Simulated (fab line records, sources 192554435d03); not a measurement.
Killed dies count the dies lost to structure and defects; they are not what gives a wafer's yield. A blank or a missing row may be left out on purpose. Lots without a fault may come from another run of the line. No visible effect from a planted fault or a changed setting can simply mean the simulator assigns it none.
Lot-split experiment :: flow n5-finfet :: 7 lots, 21 wafers read, on a route of 1938 steps

ABOUT THE SPLIT
At N5_BEOL_M5_COAT_05 (resist thk 30 nm), the setting spin-rpm was moved away from the recipe's 1500 rpm on 10 of the 21 wafers read, by -7.6% to +8.0%. This setting was run at the recipe's value on the other wafers.

FROM THE SPLIT TO THE READING: what the file shows between them, 5 steps
- N5_BEOL_M5_EBR_07
- N5_BEOL_M5_SOFTBAKE_06: time 60 s
- N5_BEOL_M5_EXPOSE_08: exposes mask M5, target cd 28 nm
- N5_BEOL_M5_PEB_09: peb time 60 s
- N5_BEOL_M5_DEVELOP_10: develop time 30 s

THE READING
CAR-EUV_of_BEOL_M5_COAT_05.thk-nm (the simulator's own value, which no gauge read), in nm, at N5_BEOL_M5_DESCUM_16 (chemistry O2, time 7 s). There is no usual value for it anywhere in the file. Here, 11 wafers ran the recipe; their average is 26.0 nm with a standard deviation of 0.085 nm.

wafer: L074.2
tool, chamber at the split: litho-track-03, 0
spin-rpm as run, rpm: 1500
against the recipe: recipe
CAR-EUV_of_BEOL_M5_COAT_05.thk-nm, nm: 25.8
against lot-mates on the recipe: -

wafer: L074.3
tool, chamber at the split: litho-track-03, 0
spin-rpm as run, rpm: 1500
against the recipe: recipe
CAR-EUV_of_BEOL_M5_COAT_05.thk-nm, nm: 26
against lot-mates on the recipe: -

wafer: L074.5
tool, chamber at the split: litho-track-03, 0
spin-rpm as run, rpm: 1500
against the recipe: recipe
CAR-EUV_of_BEOL_M5_COAT_05.thk-nm, nm: 26
against lot-mates on the recipe: -

wafer: L076.3
tool, chamber at the split: litho-track-04, 0
spin-rpm as run, rpm: 1401
against the recipe: -6.6%
CAR-EUV_of_BEOL_M5_COAT_05.thk-nm, nm: 27
against lot-mates on the recipe: +1.0

wafer: L076.4
tool, chamber at the split: litho-track-04, 0
spin-rpm as run, rpm: 1401
against the recipe: -6.6%
CAR-EUV_of_BEOL_M5_COAT_05.thk-nm, nm: 27
against lot-mates on the recipe: +1.0

wafer: L076.6
tool, chamber at the split: litho-track-04, 0
spin-rpm as run, rpm: 1500
against the recipe: recipe
CAR-EUV_of_BEOL_M5_COAT_05.thk-nm, nm: 26
against lot-mates on the recipe: -

wafer: L080.2
tool, chamber at the split: litho-track-03, 0
spin-rpm as run, rpm: 1500
against the recipe: recipe
CAR-EUV_of_BEOL_M5_COAT_05.thk-nm, nm: 26
against lot-mates on the recipe: -

wafer: L080.4
tool, chamber at the split: litho-track-03, 0
spin-rpm as run, rpm: 1500
against the recipe: recipe
CAR-EUV_of_BEOL_M5_COAT_05.thk-nm, nm: 26
against lot-mates on the recipe: -

wafer: L080.6
tool, chamber at the split: litho-track-03, 0
spin-rpm as run, rpm: 1500
against the recipe: recipe
CAR-EUV_of_BEOL_M5_COAT_05.thk-nm, nm: 26
against lot-mates on the recipe: -

wafer: L082.1
tool, chamber at the split: litho-track-02, 0
spin-rpm as run, rpm: 1620
against the recipe: +8.0%
CAR-EUV_of_BEOL_M5_COAT_05.thk-nm, nm: 25
against lot-mates on the recipe: -1.0

wafer: L082.5
tool, chamber at the split: litho-track-02, 0
spin-rpm as run, rpm: 1620
against the recipe: +8.0%
CAR-EUV_of_BEOL_M5_COAT_05.thk-nm, nm: 25
against lot-mates on the recipe: -1.0

wafer: L082.2
tool, chamber at the split: litho-track-02, 0
spin-rpm as run, rpm: 1500
against the recipe: recipe
CAR-EUV_of_BEOL_M5_COAT_05.thk-nm, nm: 26
against lot-mates on the recipe: -

wafer: L083.2
tool, chamber at the split: litho-track-04, 0
spin-rpm as run, rpm: 1386
against the recipe: -7.6%
CAR-EUV_of_BEOL_M5_COAT_05.thk-nm, nm: 27.4
against lot-mates on the recipe: no lot-mate on the recipe

wafer: L083.4
tool, chamber at the split: litho-track-04, 0
spin-rpm as run, rpm: 1386
against the recipe: -7.6%
CAR-EUV_of_BEOL_M5_COAT_05.thk-nm, nm: 27.4
against lot-mates on the recipe: no lot-mate on the recipe

wafer: L083.6
tool, chamber at the split: litho-track-04, 0
spin-rpm as run, rpm: 1386
against the recipe: -7.6%
CAR-EUV_of_BEOL_M5_COAT_05.thk-nm, nm: 27.2
against lot-mates on the recipe: no lot-mate on the recipe

wafer: L089.3
tool, chamber at the split: litho-track-04, 0
spin-rpm as run, rpm: 1562
against the recipe: +4.1%
CAR-EUV_of_BEOL_M5_COAT_05.thk-nm, nm: 25.4
against lot-mates on the recipe: -0.6

wafer: L089.5
tool, chamber at the split: litho-track-04, 0
spin-rpm as run, rpm: 1562
against the recipe: +4.1%
CAR-EUV_of_BEOL_M5_COAT_05.thk-nm, nm: 25.4
against lot-mates on the recipe: -0.6

wafer: L089.4
tool, chamber at the split: litho-track-04, 0
spin-rpm as run, rpm: 1500
against the recipe: recipe
CAR-EUV_of_BEOL_M5_COAT_05.thk-nm, nm: 26
against lot-mates on the recipe: -

wafer: L087.2
tool, chamber at the split: litho-track-02, 0
spin-rpm as run, rpm: 1500
against the recipe: recipe
CAR-EUV_of_BEOL_M5_COAT_05.thk-nm, nm: 26
against lot-mates on the recipe: -

wafer: L087.4
tool, chamber at the split: litho-track-02, 0
spin-rpm as run, rpm: 1500
against the recipe: recipe
CAR-EUV_of_BEOL_M5_COAT_05.thk-nm, nm: 26.2
against lot-mates on the recipe: -

wafer: L087.6
tool, chamber at the split: litho-track-02, 0
spin-rpm as run, rpm: 1447
against the recipe: -3.5%
CAR-EUV_of_BEOL_M5_COAT_05.thk-nm, nm: 26.6
against lot-mates on the recipe: +0.5

THE FIT
A straight line over all 21 wafers: CAR-EUV_of_BEOL_M5_COAT_05.thk-nm changes by -0.151 nm for each +1% of spin-rpm; r = -0.99; the points scatter about the line by 0.11 nm.
The same after taking each lot's own level away (the mean of its wafers on the recipe; 18 wafers): -0.138 nm for each +1%; r = -0.99; scatter 0.071 nm.
Per that fit: largest spin-rpm move, reading shift of 1.1 nm.
Measured against the standard deviation above, the lots' own levels, which go from 25.93 to 26.10 nm, span 2.0 times it.
So the lot-to-lot level changes the slope little: the two slopes agree.
Check: for one of the wafers moved furthest among these (+8.0%), held out of the fit, the line's prediction against its lot-mates is -1.12 nm. It came out at -1 nm against them.

THE OTHER SPLITS THESE WAFERS WENT THROUGH
These wafers also went through other splits before the reading. Each is held against what the fit with the lots' levels taken away leaves over:
other split on the same wafers: N5_BEOL_M1_ETCH_70 time-s
wafers away from the commonest value: 7
r with CAR-EUV_of_BEOL_M5_COAT_05.thk-nm (lot level and that fit taken away): -0.26

other split on the same wafers: N5_BEOL_M1_TRENCH_ETCH_37 time-s
wafers away from the commonest value: 8
r with CAR-EUV_of_BEOL_M5_COAT_05.thk-nm (lot level and that fit taken away): -0.21

other split on the same wafers: N5_BEOL_M2_TRENCH_ETCH_37 bias-w
wafers away from the commonest value: 9
r with CAR-EUV_of_BEOL_M5_COAT_05.thk-nm (lot level and that fit taken away): +0.01

other split on the same wafers: N5_BEOL_M3_ETCH_64 bias-w
wafers away from the commonest value: 4
r with CAR-EUV_of_BEOL_M5_COAT_05.thk-nm (lot level and that fit taken away): +0.17

other split on the same wafers: N5_BEOL_M4_DESCUM_33 time-s
wafers away from the commonest value: 8
r with CAR-EUV_of_BEOL_M5_COAT_05.thk-nm (lot level and that fit taken away): -0.30

THE WHOLE CHAIN: every reading that the file lists as answering this split, in the file's order
step: N5_BEOL_M5_COAT_05
what it does: resist thk 30 nm
reading: CAR-EUV_of_BEOL_M5_COAT_05.thk-nm (the simulator's own value, which no gauge read)
change (the file's fit): -0.146 nm for each +1% of the setting
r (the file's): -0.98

step: N5_BEOL_M5_DEVELOP_10
what it does: develop time 30 s
reading: CAR-EUV_of_BEOL_M5_COAT_05.thk-nm (the simulator's own value, which no gauge read)
change (the file's fit): -0.163 nm for each +1% of the setting
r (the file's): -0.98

step: N5_BEOL_M5_DESCUM_16
what it does: chemistry O2, time 7 s
reading: CAR-EUV_of_BEOL_M5_COAT_05.thk-nm (the simulator's own value, which no gauge read)
change (the file's fit): -0.137 nm for each +1% of the setting
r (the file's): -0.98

THE FILE'S OWN FIT
CAR-EUV_of_BEOL_M5_COAT_05.thk-nm changes by -0.137 nm for each +1% of spin-rpm, r = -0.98.
